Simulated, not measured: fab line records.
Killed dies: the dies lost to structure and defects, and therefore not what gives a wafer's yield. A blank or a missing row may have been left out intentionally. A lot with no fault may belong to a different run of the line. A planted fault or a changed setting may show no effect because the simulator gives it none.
The tool behind it: which one? | flow n5Finfet | Sampling: 14 lots, 42 wafers, 7 of 1938 route steps

== WHAT THE GAUGES READ, wafer by wafer ==
N5_BEOL_M2_CD_MEAS_11: the cd target is 16.79 nm.
lot  | measured     | on       | cdNm (nm)
L179 | day 6 10:17  | cdSem-01 | 16.82 16.84 16.80
L183 | day 7 21:32  | cdSem-03 | 16.66 16.56 16.71
L185 | day 8 13:10  | cdSem-02 | 16.78 16.89 17.07
L186 | day 8 13:53  | cdSem-01 | 16.67 16.98 17.02
L187 | day 8 17:33  | cdSem-01 | 16.51 16.90 16.95
L188 | day 8 20:55  | cdSem-03 | 16.99 17.23 16.77
L192 | day 10 01:18 | cdSem-02 | 16.61 16.63 16.51
L193 | day 10 05:07 | cdSem-02 | 16.75 16.58 16.60
L198 | day 11 02:16 | cdSem-01 | 17.11 17.07 16.83
L199 | day 11 14:30 | cdSem-01 | 16.88 16.98 16.77
L200 | day 12 01:23 | cdSem-02 | 16.44 16.54 16.95
L197 | day 12 01:29 | cdSem-03 | 16.47 16.79 16.69
L201 | day 12 04:04 | cdSem-01 | 17.15 16.78 16.86
L202 | day 12 07:28 | cdSem-02 | 16.91 16.52 16.85

N5_BEOL_M2_CD_MEAS_18: pitch 36 nm, target cd 18 nm.
lot  | measured     | on       | cdNm (nm)
L179 | day 6 10:55  | cdSem-03 | 17.90 18.30 17.63
L183 | day 7 22:06  | cdSem-02 | 18.63 17.95 17.87
L185 | day 8 13:43  | cdSem-02 | 17.94 18.12 17.70
L186 | day 8 14:36  | cdSem-03 | 17.94 17.83 18.01
L187 | day 8 18:16  | cdSem-03 | 18.06 17.79 17.13
L188 | day 8 21:34  | cdSem-02 | 17.97 18.13 17.81
L192 | day 10 01:52 | cdSem-01 | - - -
L193 | day 10 06:31 | cdSem-03 | - - -
L198 | day 11 03:01 | cdSem-03 | 18.04 18.40 18.13
L199 | day 11 15:04 | cdSem-02 | 17.85 17.89 17.62
L200 | day 12 02:02 | cdSem-03 | 17.87 17.57 17.82
L197 | day 12 02:10 | cdSem-01 | 18.07 18.46 18.21
L201 | day 12 04:52 | cdSem-03 | 18.07 18.19 18.18
L202 | day 12 08:01 | cdSem-02 | 18.22 17.68 18.23

N5_BEOL_M4_RC_MEAS_101.
lot  | measured     | on        | DIBL_N (mV/V)  | DIBL_P (mV/V)  | IOFF_N (nA/um) | IOFF_P (nA/um) | ION_N (uA/um) | ION_P (uA/um) | SS_N (mV/dec)  | SS_P (mV/dec)  | VT_N (mV)   | VT_P (mV)
L179 | day 8 01:43  | prober-02 | 37.7 35.6 35.6 | 36.6 34.6 34.4 | 0.17 0.12 0.14 | 0.21 0.18 0.18 | 670 662 650   | 452 457 451   | 72.3 72.2 71.8 | 74.3 73.1 73.6 | 251 253 250 | -252 -255 -256
L183 | day 9 06:21  | prober-02 | 35.2 36.7 34.6 | 35.2 36.1 35.2 | 0.14 0.16 0.13 | 0.18 0.18 0.17 | 681 673 665   | 460 455 461   | 71.1 71.7 70.6 | 73.5 72.3 72.1 | 251 251 250 | -251 -254 -252
L185 | day 10 01:47 | prober-02 | 35.0 35.8 33.0 | 36.6 36.6 33.8 | 0.15 0.16 0.13 | 0.19 0.18 0.15 | 669 675 671   | 457 455 454   | 71.6 72.2 70.9 | 72.8 73.2 72.9 | 250 249 252 | -255 -254 -257
L186 | day 10 01:41 | prober-01 | 38.6 36.6 37.7 | 39.9 37.6 38.0 | 0.24 0.20 0.22 | 0.29 0.25 0.26 | 697 680 693   | 474 462 470   | 72.4 71.6 72.3 | 74.3 73.6 73.6 | 242 245 245 | -245 -248 -248
L187 | day 10 05:44 | prober-01 | 36.0 38.7 37.0 | 34.2 37.7 36.6 | 0.13 0.18 0.14 | 0.16 0.20 0.19 | 669 673 679   | 453 453 460   | 71.8 72.5 72.0 | 73.8 73.7 73.5 | 254 253 252 | -255 -253 -254
L188 | day 10 11:44 | prober-01 | 34.5 34.3 34.4 | 35.0 34.6 34.0 | 0.14 0.13 0.13 | 0.21 0.20 0.18 | 673 668 670   | 467 465 460   | 70.8 70.4 71.1 | 72.9 72.5 72.6 | 249 252 252 | -248 -251 -251
L198 | day 12 11:17 | prober-02 | 35.3 39.6 34.0 | 36.7 39.8 33.5 | 0.16 0.24 0.14 | 0.24 0.31 0.20 | 681 696 660   | 470 475 460   | 71.8 73.1 71.3 | 73.5 74.0 72.9 | 248 248 251 | -247 -246 -250
L199 | day 13 21:14 | prober-02 | 38.0 38.9 38.2 | 38.2 39.1 38.4 | 0.18 0.20 0.18 | 0.23 0.27 0.23 | 675 683 682   | 462 470 469   | 71.4 72.0 72.5 | 74.1 74.2 74.7 | 250 248 248 | -248 -247 -247
L200 | day 14 02:49 | prober-02 | 36.8 38.6 34.2 | 36.9 37.4 32.8 | 0.16 0.20 0.13 | 0.20 0.21 0.16 | 672 692 664   | 463 465 452   | 71.1 71.9 71.2 | 73.5 73.9 71.9 | 249 247 252 | -253 -251 -254
L197 | day 14 00:33 | prober-01 | 33.4 39.1 38.7 | 32.6 40.0 39.9 | 0.12 0.22 0.21 | 0.18 0.32 0.30 | 668 695 685   | 465 480 468   | 70.8 72.0 72.5 | 72.4 74.7 74.8 | 254 245 247 | -252 -243 -247
L201 | day 13 23:46 | prober-01 | 39.8 35.9 35.3 | 39.3 36.6 35.1 | 0.24 0.17 0.15 | 0.29 0.23 0.21 | 696 690 669   | 470 464 467   | 72.4 71.0 71.4 | 74.2 72.5 72.7 | 243 247 251 | -246 -247 -252
L202 | day 14 05:08 | prober-01 | 34.0 35.2 35.9 | 33.6 34.5 34.8 | 0.12 0.14 0.15 | 0.18 0.19 0.19 | 669 666 673   | 459 456 456   | 71.1 71.7 71.7 | 73.0 73.5 72.7 | 253 252 250 | -252 -254 -253

== EACH LOT AND THE TOOL THAT RAN IT (in order: tool; ch and the chambers of the sampled wafers; start) ==
lot  | N5_BEOL_M1_SPUTTER_94       | N5_BEOL_M1_SPUTTER_96       | N5_BEOL_M2_ETCH_64                | N5_BEOL_M2_HM_OPEN_17
L179 | pvdSputter-03, day 6 06:00  | pvdSputter-03, day 6 06:13  | rieDiel-02 ch 1,2, day 6 10:29    | rieMetal-03 ch 1, day 6 10:43
L183 | pvdSputter-02, day 7 17:44  | pvdSputter-02, day 7 17:58  | rieDiel-01 ch 0,2, day 7 21:44    | rieMetal-03 ch 0,1, day 7 21:56
L185 | pvdSputter-03, day 8 10:23  | pvdSputter-03, day 8 10:37  | rieDiel-04 ch 1,2,3, day 8 13:22  | rieMetal-02 ch 0,1, day 8 13:32
L186 | pvdSputter-02, day 8 11:07  | pvdSputter-02, day 8 11:20  | rieDiel-02 ch 2,3, day 8 14:14    | rieMetal-01 ch 0,1, day 8 14:25
L187 | pvdSputter-02, day 8 13:52  | pvdSputter-02, day 8 14:05  | rieDiel-04 ch 0,1,3, day 8 17:44  | rieMetal-03 ch 0,1, day 8 17:57
L188 | pvdSputter-01, day 8 16:55  | pvdSputter-01, day 8 17:08  | rieDiel-04 ch 0,1,3, day 8 21:07  | rieMetal-02 ch 1, day 8 21:21
L192 | pvdSputter-01, day 9 21:22  | pvdSputter-01, day 9 21:35  | rieDiel-04 ch 0,1,3, day 10 01:31 | rieMetal-01 ch 0,1, day 10 01:41
L193 | pvdSputter-03, day 10 02:00 | pvdSputter-03, day 10 02:13 | rieDiel-01 ch 1,2,3, day 10 06:06 | rieMetal-01 ch 1, day 10 06:17
L198 | pvdSputter-02, day 11 00:11 | pvdSputter-02, day 11 00:25 | rieDiel-04 ch 0,1,2, day 11 02:39 | rieMetal-01 ch 0,1, day 11 02:50
L199 | pvdSputter-02, day 11 10:32 | pvdSputter-02, day 11 10:45 | rieDiel-04 ch 0,2,3, day 11 14:42 | rieMetal-01 ch 0,1, day 11 14:55
L200 | pvdSputter-01, day 11 21:45 | pvdSputter-01, day 11 21:58 | rieDiel-04 ch 0,3, day 12 01:35   | rieMetal-01 ch 0,1, day 12 01:45
L197 | pvdSputter-03, day 11 22:00 | pvdSputter-03, day 11 22:13 | rieDiel-02 ch 0,1,2, day 12 01:49 | rieMetal-03 ch 0,1, day 12 01:59
L201 | pvdSputter-01, day 12 00:25 | pvdSputter-01, day 12 00:38 | rieDiel-02 ch 1,2, day 12 04:30   | rieMetal-03 ch 0,1, day 12 04:40
L202 | pvdSputter-01, day 12 05:10 | pvdSputter-01, day 12 05:23 | rieDiel-04 ch 0,1,2, day 12 07:40 | rieMetal-02 ch 0,1, day 12 07:50
- N5_BEOL_M1_SPUTTER_94: material Cu, target thk 4.5 nm, time 8.29 s.
- N5_BEOL_M1_SPUTTER_96: material Cu, target thk 4.5 nm, time 8.29 s.
- N5_BEOL_M2_ETCH_64: etches SOC in N2/H2, target depth 75 nm, overetch 22.5 nm, time 121.9 s.
- N5_BEOL_M2_HM_OPEN_17: chemistry Cl2/BCl3, target TiN, target depth 20 nm, overetch 6 nm.

== AS READ BY THE TOOLS THEMSELVES (means over the sampled wafers that have a number; for cases with no such wafer, the mark the record gives instead) ==
N5_BEOL_M1_SPUTTER_94.
lot  | tool          | throttleValvePct (%)
L179 | pvdSputter-03 | 29.9
L183 | pvdSputter-02 | 29.8
L185 | pvdSputter-03 | 29.7
L186 | pvdSputter-02 | 31.1
L187 | pvdSputter-02 | 30.0
L188 | pvdSputter-01 | 30.5
L192 | pvdSputter-01 | 30.6
L193 | pvdSputter-03 | 29.3
L198 | pvdSputter-02 | 29.8
L199 | pvdSputter-02 | 30.9
L200 | pvdSputter-01 | 30.8
L197 | pvdSputter-03 | 28.5
L201 | pvdSputter-01 | 31.1
L202 | pvdSputter-01 | 30.0

N5_BEOL_M1_SPUTTER_96.
lot  | tool          | throttleValvePct (%)
L179 | pvdSputter-03 | 30.0
L183 | pvdSputter-02 | 29.6
L185 | pvdSputter-03 | 29.8
L186 | pvdSputter-02 | 31.0
L187 | pvdSputter-02 | 30.2
L188 | pvdSputter-01 | 30.6
L192 | pvdSputter-01 | 30.6
L193 | pvdSputter-03 | 29.5
L198 | pvdSputter-02 | 29.9
L199 | pvdSputter-02 | 30.6
L200 | pvdSputter-01 | 30.7
L197 | pvdSputter-03 | 28.6
L201 | pvdSputter-01 | 31.0
L202 | pvdSputter-01 | 30.1

N5_BEOL_M2_ETCH_64.
lot  | tool       | biasW (W) | chamberPressureMTorr (mTorr) | drypumpMotorCurrentA (A) | oesProductAu (a.u.) | rfVppV (V) | showerheadPlenumPTorr (Torr) | tempC (C) | throttleValvePct (%)
L179 | rieDiel-02 | 149.9     | 29.994                       | 6.0                      | 0.62                | 521.6      | 2.45                         | 40.11     | 17.86
L183 | rieDiel-01 | 150.1     | 30.017                       | 5.8                      | 0.60                | 523.2      | 2.53                         | 40.02     | 17.83
L185 | rieDiel-04 | 150.3     | 30.010                       | 5.2                      | 0.63                | 523.6      | 2.54                         | 40.12     | 17.73
L186 | rieDiel-02 | 150.3     | 30.016                       | 5.8                      | 0.63                | 524.2      | 2.55                         | 39.97     | 17.95
L187 | rieDiel-04 | 150.3     | 30.017                       | 5.7                      | 0.63                | 522.2      | 2.50                         | 39.97     | 17.76
L188 | rieDiel-04 | 150.2     | 29.992                       | 5.7                      | 0.62                | 522.4      | 2.50                         | 39.93     | 17.77
L192 | rieDiel-04 | -         | -                            | -                        | -                   | -          | -                            | -         | -
L193 | rieDiel-01 | -         | -                            | -                        | -                   | -          | -                            | -         | -
L198 | rieDiel-04 | 149.8     | 30.001                       | 5.4                      | 0.62                | 521.2      | 2.50                         | 39.98     | 17.78
L199 | rieDiel-04 | 150.0     | 29.978                       | 5.4                      | 0.63                | 524.0      | 2.53                         | 40.12     | 17.63
L200 | rieDiel-04 | 149.5     | 29.994                       | 5.7                      | 0.62                | 523.0      | 2.52                         | 40.08     | 17.65
L197 | rieDiel-02 | 149.7     | 30.015                       | 5.7                      | 0.57                | 522.1      | 2.47                         | 40.01     | 18.01
L201 | rieDiel-02 | 149.7     | 30.017                       | 5.9                      | 0.61                | 522.2      | 2.46                         | 40.11     | 18.09
L202 | rieDiel-04 | 149.7     | 30.004                       | 5.4                      | 0.61                | 522.5      | 2.49                         | 40.15     | 17.80

N5_BEOL_M2_HM_OPEN_17.
lot  | tool        | bcl3FlowSccm (sccm) | drypumpMotorCurrentA (A) | oesProductAu (a.u.) | throttleValvePct (%)
L179 | rieMetal-03 | 21.73               | 5.4                      | 0.73                | 22.00
L183 | rieMetal-03 | 21.77               | 5.4                      | 0.74                | 22.09
L185 | rieMetal-02 | 21.74               | 6.1                      | 0.52                | 22.23
L186 | rieMetal-01 | 21.78               | 6.1                      | 0.67                | 22.02
L187 | rieMetal-03 | 21.77               | 5.4                      | 0.75                | 22.17
L188 | rieMetal-02 | 21.72               | 5.9                      | 0.53                | 22.43
L192 | rieMetal-01 | 21.81               | 6.1                      | 0.29                | 22.68
L193 | rieMetal-01 | 21.80               | 5.7                      | 0.29                | 22.89
L198 | rieMetal-01 | 21.79               | 6.1                      | 0.65                | 22.04
L199 | rieMetal-01 | 21.74               | 6.1                      | 0.65                | 22.04
L200 | rieMetal-01 | 21.80               | 6.1                      | 0.64                | 22.04
L197 | rieMetal-03 | 21.73               | 5.4                      | 0.70                | 22.12
L201 | rieMetal-03 | 21.69               | 5.4                      | 0.70                | 22.11
L202 | rieMetal-02 | 21.73               | 6.1                      | 0.83                | 21.98

== THE ANSWER, worked out from the rows above alone ==
Rule: the lots themselves supply what counts as usual. Put in order of their means at a reading, lots are off if they are a third of the lots or fewer, leave a main group of 4 or more, and stand apart from it by a gap of 3 or more times the standard deviation of the main group's means; of several such gaps the widest counts. If all means in a main group match to the digits the tables above print for the reading, that group is not used. Also off: a lot with no number at a reading for which 4 or more lots have one. The other lots that the step has rows for count as sound. Order of review: gauges by route order, followed by the tools' own readings, for which a lot's mean as printed above is used. At the first step where some lot is off, the reading lying furthest off is the one used; lots without a number count as furthest.
Off: L192, L193, at N5_BEOL_M2_CD_MEAS_18 (cdNm). Without a number there: L192, L193. For the main group the mean is 17.98 nm and the standard deviation 0.18.
A tool fits if, at a process step before that reading, it ran every lot that is off, and no sound lot after the first of them. The gauges at N5_BEOL_M2_CD_MEAS_18 aren't tried: what is off there is off at N5_BEOL_M2_ETCH_64 too, on other tools, and a gauge's error can't cause that. None of those tried fits.

== WHAT THE SIMULATOR PUT IN ==
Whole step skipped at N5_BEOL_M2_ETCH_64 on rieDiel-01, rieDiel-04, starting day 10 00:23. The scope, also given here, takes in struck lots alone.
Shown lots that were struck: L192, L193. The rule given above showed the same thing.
